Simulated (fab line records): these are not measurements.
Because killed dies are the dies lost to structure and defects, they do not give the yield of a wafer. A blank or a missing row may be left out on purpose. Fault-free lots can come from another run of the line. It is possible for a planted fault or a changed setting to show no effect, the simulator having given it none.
Matching of chambers + flow nandHarc + NHARC_P_GATE_DESCUM_48 on rieDiel-07 has 4 sister chambers
The step chemistry O2, time 3 s. 16 wafers are shown with their chamber, then 8 later ones without.

## WAFERS, EACH WITH ITS CHAMBER
| wafer  | chamber | showerheadPlenumPTorr (Torr) | drypumpMotorCurrentA (A) | oesProductAu (a.u.) |
|--------|---------|------------------------------|--------------------------|---------------------|
| L074.1 | 3       | 1.97                         | 5.8                      | 1.019               |
| L074.3 | 1       | 1.94                         | 6.0                      | 0.998               |
| L074.5 | 0       | 1.91                         | 6.3                      | 0.990               |
| L074.2 | 0       | 1.91                         | 6.3                      | 0.988               |
| L074.4 | 2       | 1.94                         | 5.9                      | 1.008               |
| L074.6 | 3       | 1.97                         | 5.8                      | 1.023               |
| L075.1 | 0       | 1.91                         | 6.3                      | 0.984               |
| L075.4 | 1       | 1.94                         | 6.1                      | 0.988               |
| L075.6 | 0       | 1.91                         | 6.3                      | 0.991               |
| L078.2 | 0       | 1.91                         | 6.3                      | 0.994               |
| L078.3 | 3       | 1.97                         | 5.8                      | 1.032               |
| L078.6 | 2       | 1.93                         | 5.9                      | 1.003               |
| L081.2 | 0       | 1.90                         | 6.3                      | 1.001               |
| L081.3 | 3       | 1.97                         | 5.8                      | 1.008               |
| L081.4 | 2       | 1.93                         | 5.9                      | 1.008               |
| L083.1 | 2       | 1.93                         | 5.8                      | 1.008               |

SIGNATURES, as means of the wafers listed above
| reading               | chamber 0 | chamber 1 | chamber 2 | chamber 3 | scatter within a chamber |
|-----------------------|-----------|-----------|-----------|-----------|--------------------------|
| showerheadPlenumPTorr | 1.9083    | 1.9400    | 1.9325    | 1.9700    | 0.00363                  |
| drypumpMotorCurrentA  | 6.300     | 6.050     | 5.875     | 5.800     | 0.0323                   |
| oesProductAu          | 0.99133   | 0.99300   | 1.00675   | 1.02050   | 0.00667                  |
Rule: a wafer's distance from a chamber is the root of the sum, over the readings, of the square of ((its reading less the chamber's mean) divided by the reading's scatter). The wafer belongs to the nearest chamber; if the next one is less than 2 further off, it can't be placed. How the scatter is found: for the shown wafers, subtract from each reading the mean of its chamber, square and add these, divide the total by (wafers less chambers), then take the root.

## WAFERS WHOSE CHAMBER IS MISSING
| wafer  | showerheadPlenumPTorr (Torr) | drypumpMotorCurrentA (A) | oesProductAu (a.u.) |
|--------|------------------------------|--------------------------|---------------------|
| L083.5 | 1.90                         | 6.3                      | 1.008               |
| L083.6 | 1.94                         | 6.1                      | 0.999               |
| L085.1 | 1.96                         | 5.8                      | 1.021               |
| L085.3 | 1.93                         | 6.1                      | 0.988               |
| L085.4 | 1.90                         | 6.4                      | 0.997               |
| L089.2 | 1.93                         | 6.1                      | 0.988               |
| L089.5 | 1.96                         | 5.8                      | 1.026               |
| L089.6 | 1.90                         | 6.3                      | 0.998               |

## WHICH CHAMBER EACH ONE RAN IN
| wafer  | from the rows above | in truth |
|--------|---------------------|----------|
| L083.5 | 0                   | 0        |
| L083.6 | 1                   | 1        |
| L085.1 | 3                   | 3        |
| L085.3 | 1                   | 1        |
| L085.4 | 0                   | 0        |
| L089.2 | 1                   | 1        |
| L089.5 | 3                   | 3        |
| L089.6 | 0                   | 0        |
Correct placement for 8 of the 8. Left unplaced by these rows: 0. Number placed wrongly: 0.
